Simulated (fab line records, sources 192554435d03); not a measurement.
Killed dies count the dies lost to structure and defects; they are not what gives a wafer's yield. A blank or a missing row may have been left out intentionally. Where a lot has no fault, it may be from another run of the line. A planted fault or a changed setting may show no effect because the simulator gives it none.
Split-lot study    flow n5-finfet    21 wafers read across 7 lots, on a route 1938 steps long

ON THE SPLIT
At N5_BEOL_M3_COAT_05 (resist thk 30 nm), the setting spin-rpm was moved away from the recipe's 1500 rpm on 7 of the 21 wafers read, by -9.6% to +10.0%. This setting was run at the recipe's value on the other wafers.

FROM THE SPLIT TO THE READING: what the file shows between them, 4 steps
- N5_BEOL_M3_EBR_07
- N5_BEOL_M3_SOFTBAKE_06: time 60 s
- N5_BEOL_M3_EXPOSE_08: exposes mask M3
- N5_BEOL_M3_PEB_09: peb time 60 s

THE READING
CAR-EUV_of_BEOL_M3_COAT_05.thk-nm (the simulator's own value, which no gauge read), in nm, at N5_BEOL_M3_DEVELOP_10 (develop time 30 s). No usual value for it is given in the file. The 14 wafers here that ran the recipe average 29.5 nm, standard deviation 0.096 nm.

wafer   tool, chamber at the split  spin-rpm as run, rpm  against the recipe  CAR-EUV_of_BEOL_M3_COAT_05.thk-nm, nm  against lot-mates on the recipe
L078.1  litho-track-02, 0           1500                  recipe              29.6                                   -
L078.6  litho-track-02, 0           1500                  recipe              29.6                                   -
L078.3  litho-track-02, 0           1500                  recipe              29.4                                   -
L079.1  litho-track-02, 0           1500                  recipe              29.4                                   -
L079.3  litho-track-02, 0           1356                  -9.6%               31                                     +1.6
L079.6  litho-track-02, 0           1356                  -9.6%               31                                     +1.6
L081.3  litho-track-04, 0           1500                  recipe              29.6                                   -
L081.6  litho-track-04, 0           1500                  recipe              29.6                                   -
L081.5  litho-track-04, 0           1370                  -8.7%               31                                     +1.4
L088.1  litho-track-05, 0           1500                  recipe              29.6                                   -
L088.3  litho-track-05, 0           1500                  recipe              29.6                                   -
L088.4  litho-track-05, 0           1500                  recipe              29.6                                   -
L090.2  litho-track-02, 0           1500                  recipe              29.6                                   -
L090.4  litho-track-02, 0           1427                  -4.9%               30.4                                   +0.8
L090.5  litho-track-02, 0           1427                  -4.9%               30.4                                   +0.8
L092.1  litho-track-05, 0           1650                  +10.0%              28.2                                   -1.2
L092.3  litho-track-05, 0           1500                  recipe              29.4                                   -
L092.5  litho-track-05, 0           1650                  +10.0%              28                                     -1.4
L095.1  litho-track-05, 0           1500                  recipe              29.4                                   -
L095.6  litho-track-05, 0           1500                  recipe              29.4                                   -
L095.3  litho-track-05, 0           1500                  recipe              29.6                                   -

FIT RESULTS
A straight line over all 21 wafers: CAR-EUV_of_BEOL_M3_COAT_05.thk-nm changes by -0.153 nm for each +1% of spin-rpm; r = -0.99; the points scatter about the line by 0.1 nm.
The same after taking each lot's own level away (the mean of its wafers on the recipe; 21 wafers): -0.15 nm for each +1%; r = -0.99; scatter 0.097 nm.
According to that fit, moving spin-rpm by its largest amount changes the reading by 1.5 nm.
The span of the lots' own levels, 29.40 to 29.60 nm, comes to 2.1 times the standard deviation stated above.
Consequently the slope shifts little with the lot-to-lot level, the two slopes agreeing.
Check: -1.55 nm against its lot-mates is what the line predicts for one of the wafers moved furthest among these (+10.0%) when that wafer is left out of the fit. It came out at -1.2 nm against them.

THESE WAFERS: OTHER SPLITS
Note: prior to the reading, these wafers also went through further splits. Each is held against what the fit with the lots' levels taken away leaves over:
other split on the same wafers      wafers away from the commonest value  r with CAR-EUV_of_BEOL_M3_COAT_05.thk-nm (lot level and that fit taken away)
N5_BEOL_M0_SAQP_PECVD_00 time-s     8                                     -0.05
N5_BEOL_M0_SAQP_PECVD_97 time-s     8                                     +0.07
N5_BEOL_M0_ETCH_138 source-w        7                                     -0.22
N5_BEOL_M1_ETCH_70 time-s           4                                     -0.02
N5_BEOL_M1_TRENCH_ETCH_37 source-w  7                                     -0.07
N5_BEOL_M2_DESCUM_33 time-s         3                                     +0.28
N5_BEOL_M2_TRENCH_ETCH_37 bias-w    6                                     +0.13

THE WHOLE CHAIN: every reading that the file lists as answering this split, in the file's order
step                   what it does       reading                                                                             change (the file's fit)                r (the file's)
N5_BEOL_M3_COAT_05     resist thk 30 nm   CAR-EUV_of_BEOL_M3_COAT_05.thk-nm (the simulator's own value, which no gauge read)  -0.159 nm for each +1% of the setting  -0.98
N5_BEOL_M3_DEVELOP_10  develop time 30 s  CAR-EUV_of_BEOL_M3_COAT_05.thk-nm (the simulator's own value, which no gauge read)  -0.153 nm for each +1% of the setting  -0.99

FILE'S OWN FIT
CAR-EUV_of_BEOL_M3_COAT_05.thk-nm changes by -0.153 nm for each +1% of spin-rpm, r = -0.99.
